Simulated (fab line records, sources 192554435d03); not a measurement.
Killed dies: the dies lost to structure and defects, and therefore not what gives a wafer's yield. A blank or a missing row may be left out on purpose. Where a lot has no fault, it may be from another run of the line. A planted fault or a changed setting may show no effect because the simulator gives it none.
Split-lot experiment || flow n5_finfet || route with 1938 steps; 7 lots, 21 wafers read

## ABOUT THE SPLIT
At N5_BEOL_M4_TRENCH_ETCH_37 (etches SiOC in C4F6/O2, target depth 55.555 nm, time 29.2 s), the setting time_s was moved away from the recipe's 29.2 s on 4 of the 21 wafers read, by +17.0% to +18.0%. For the rest of the wafers, this setting stayed at what the recipe calls for.

## FROM THE SPLIT TO THE READING: what the file shows between them, 9 steps
- N5_BEOL_M4_ETCH_41: etches SiCN in CH3F/O2, target depth 29.9 nm, time 52.5 s
- N5_BEOL_M4_STRIP_97: strips in N2/H2, time 10 s
- N5_BEOL_M4_PRECLEAN_42: cleans in residue remover, time 60 s
- N5_BEOL_M4_SRD_43: time 30 s
- N5_BEOL_M4_CD_MEAS_35: target cd 18 nm, target cd y 22.4 nm
- N5_BEOL_M4_DEGAS_44: time 60 s
- N5_BEOL_M4_PRE_CLEAN_45: time 30 s
- N5_BEOL_M4_ECD_50: material Cu, target thk 300 nm
- N5_BEOL_M4_ANNEAL_51: time 90 s

## THE READING
Cu_of_BEOL_M4_ECD_50.thk_nm (the simulator's own value, which no gauge read), in nm, at N5_BEOL_M4_CMP_52 (polishes, stops on SiOC, t overpolish 6.8 s, target thk 40 nm). There is no usual value for it anywhere in the file. The 17 wafers here that ran the recipe average 40.9 nm, standard deviation 1.3 nm.

{"wafer": "L075.4", "tool, chamber at the split": "rie_diel-05, 0", "time_s as run, s": 29.2, "against the recipe": "recipe", "Cu_of_BEOL_M4_ECD_50.thk_nm, nm": 42, "against lot-mates on the recipe": "-"}
{"wafer": "L075.3", "tool, chamber at the split": "rie_diel-05, 2", "time_s as run, s": 29.2, "against the recipe": "recipe", "Cu_of_BEOL_M4_ECD_50.thk_nm, nm": 39.8, "against lot-mates on the recipe": "-"}
{"wafer": "L075.6", "tool, chamber at the split": "rie_diel-05, 0", "time_s as run, s": 29.2, "against the recipe": "recipe", "Cu_of_BEOL_M4_ECD_50.thk_nm, nm": 40.8, "against lot-mates on the recipe": "-"}
{"wafer": "L081.2", "tool, chamber at the split": "rie_diel-05, 0", "time_s as run, s": 29.2, "against the recipe": "recipe", "Cu_of_BEOL_M4_ECD_50.thk_nm, nm": 41.8, "against lot-mates on the recipe": "-"}
{"wafer": "L081.3", "tool, chamber at the split": "rie_diel-05, 1", "time_s as run, s": 29.2, "against the recipe": "recipe", "Cu_of_BEOL_M4_ECD_50.thk_nm, nm": 40.2, "against lot-mates on the recipe": "-"}
{"wafer": "L081.4", "tool, chamber at the split": "rie_diel-05, 3", "time_s as run, s": 29.2, "against the recipe": "recipe", "Cu_of_BEOL_M4_ECD_50.thk_nm, nm": 39.4, "against lot-mates on the recipe": "-"}
{"wafer": "L083.3", "tool, chamber at the split": "rie_diel-06, 1", "time_s as run, s": 29.2, "against the recipe": "recipe", "Cu_of_BEOL_M4_ECD_50.thk_nm, nm": 42.6, "against lot-mates on the recipe": "-"}
{"wafer": "L083.2", "tool, chamber at the split": "rie_diel-06, 3", "time_s as run, s": 29.2, "against the recipe": "recipe", "Cu_of_BEOL_M4_ECD_50.thk_nm, nm": 43, "against lot-mates on the recipe": "-"}
{"wafer": "L083.5", "tool, chamber at the split": "rie_diel-06, 2", "time_s as run, s": 29.2, "against the recipe": "recipe", "Cu_of_BEOL_M4_ECD_50.thk_nm, nm": 41.8, "against lot-mates on the recipe": "-"}
{"wafer": "L087.1", "tool, chamber at the split": "rie_diel-02, 0", "time_s as run, s": 29.2, "against the recipe": "recipe", "Cu_of_BEOL_M4_ECD_50.thk_nm, nm": 38.8, "against lot-mates on the recipe": "-"}
{"wafer": "L087.2", "tool, chamber at the split": "rie_diel-02, 3", "time_s as run, s": 29.2, "against the recipe": "recipe", "Cu_of_BEOL_M4_ECD_50.thk_nm, nm": 41.8, "against lot-mates on the recipe": "-"}
{"wafer": "L087.5", "tool, chamber at the split": "rie_diel-02, 3", "time_s as run, s": 29.2, "against the recipe": "recipe", "Cu_of_BEOL_M4_ECD_50.thk_nm, nm": 38.4, "against lot-mates on the recipe": "-"}
{"wafer": "L089.3", "tool, chamber at the split": "rie_diel-02, 3", "time_s as run, s": 29.2, "against the recipe": "recipe", "Cu_of_BEOL_M4_ECD_50.thk_nm, nm": 41.2, "against lot-mates on the recipe": "-"}
{"wafer": "L089.2", "tool, chamber at the split": "rie_diel-02, 0", "time_s as run, s": 29.2, "against the recipe": "recipe", "Cu_of_BEOL_M4_ECD_50.thk_nm, nm": 41.4, "against lot-mates on the recipe": "-"}
{"wafer": "L089.4", "tool, chamber at the split": "rie_diel-02, 2", "time_s as run, s": 29.2, "against the recipe": "recipe", "Cu_of_BEOL_M4_ECD_50.thk_nm, nm": 40, "against lot-mates on the recipe": "-"}
{"wafer": "L091.3", "tool, chamber at the split": "rie_diel-05, 0", "time_s as run, s": 34.16, "against the recipe": "+17.0%", "Cu_of_BEOL_M4_ECD_50.thk_nm, nm": 51.8, "against lot-mates on the recipe": "+11.6"}
{"wafer": "L091.5", "tool, chamber at the split": "rie_diel-05, 2", "time_s as run, s": 29.2, "against the recipe": "recipe", "Cu_of_BEOL_M4_ECD_50.thk_nm, nm": 40.2, "against lot-mates on the recipe": "-"}
{"wafer": "L091.6", "tool, chamber at the split": "rie_diel-05, 3", "time_s as run, s": 34.16, "against the recipe": "+17.0%", "Cu_of_BEOL_M4_ECD_50.thk_nm, nm": 48.8, "against lot-mates on the recipe": "+8.6"}
{"wafer": "L097.3", "tool, chamber at the split": "rie_diel-06, 0", "time_s as run, s": 34.45, "against the recipe": "+18.0%", "Cu_of_BEOL_M4_ECD_50.thk_nm, nm": 49.4, "against lot-mates on the recipe": "+7.8"}
{"wafer": "L097.4", "tool, chamber at the split": "rie_diel-06, 3", "time_s as run, s": 34.45, "against the recipe": "+18.0%", "Cu_of_BEOL_M4_ECD_50.thk_nm, nm": 51.8, "against lot-mates on the recipe": "+10.2"}
{"wafer": "L097.5", "tool, chamber at the split": "rie_diel-06, 1", "time_s as run, s": 29.2, "against the recipe": "recipe", "Cu_of_BEOL_M4_ECD_50.thk_nm, nm": 41.6, "against lot-mates on the recipe": "-"}

FIT RESULTS
A straight line over all 21 wafers: Cu_of_BEOL_M4_ECD_50.thk_nm changes by +0.548 nm for each +1% of time_s; r = +0.95; the points scatter about the line by 1.4 nm.
The same after taking each lot's own level away (the mean of its wafers on the recipe; 21 wafers): +0.545 nm for each +1%; r = +0.96; scatter 1.1 nm.
According to that fit, moving time_s by its largest amount changes the reading by 9.8 nm.
Across the lots, their own levels run from 39.67 to 42.47 nm, a range of 2.2 times the standard deviation given above.
Consequently the slope shifts little with the lot-to-lot level, the two slopes agreeing.
Check: for one of the wafers moved furthest among these (+18.0%), held out of the fit, the line's prediction against its lot-mates is +10.5 nm. Against them it came out at +7.8 nm.

## FURTHER SPLITS ON THESE WAFERS
Note: prior to the reading, these wafers also went through further splits. Each is held against what the fit with the lots' levels taken away leaves over:
{"other split on the same wafers": "N5_BEOL_M4_DESCUM_33 time_s", "wafers away from the commonest value": 9, "r with Cu_of_BEOL_M4_ECD_50.thk_nm (lot level and that fit taken away)": "+0.00"}

## THE WHOLE CHAIN: every reading that the file lists as answering this split, in the file's order
{"step": "N5_BEOL_M4_TRENCH_ETCH_37", "what it does": "etches SiOC in C4F6/O2, target depth 55.555 nm, time 29.2 s", "reading": "BEOL_M4.feature_depth_nm (the simulator's own value, which no gauge read)", "change (the file's fit)": "+0.551 nm for each +1% of the setting", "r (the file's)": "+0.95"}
{"step": "N5_BEOL_M4_TRENCH_ETCH_37", "what it does": "etches SiOC in C4F6/O2, target depth 55.555 nm, time 29.2 s", "reading": "etch.depth_nm (the simulator's own value, which no gauge read)", "change (the file's fit)": "+0.548 nm for each +1% of the setting", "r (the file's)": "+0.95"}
{"step": "N5_BEOL_M4_CMP_52", "what it does": "polishes, stops on SiOC, t overpolish 6.8 s, target thk 40 nm", "reading": "Cu_of_BEOL_M4_ECD_50.thk_nm (the simulator's own value, which no gauge read)", "change (the file's fit)": "+0.545 nm for each +1% of the setting", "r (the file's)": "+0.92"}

## FILE'S OWN FIT
Cu_of_BEOL_M4_ECD_50.thk_nm changes by +0.545 nm for each +1% of time_s, r = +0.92.
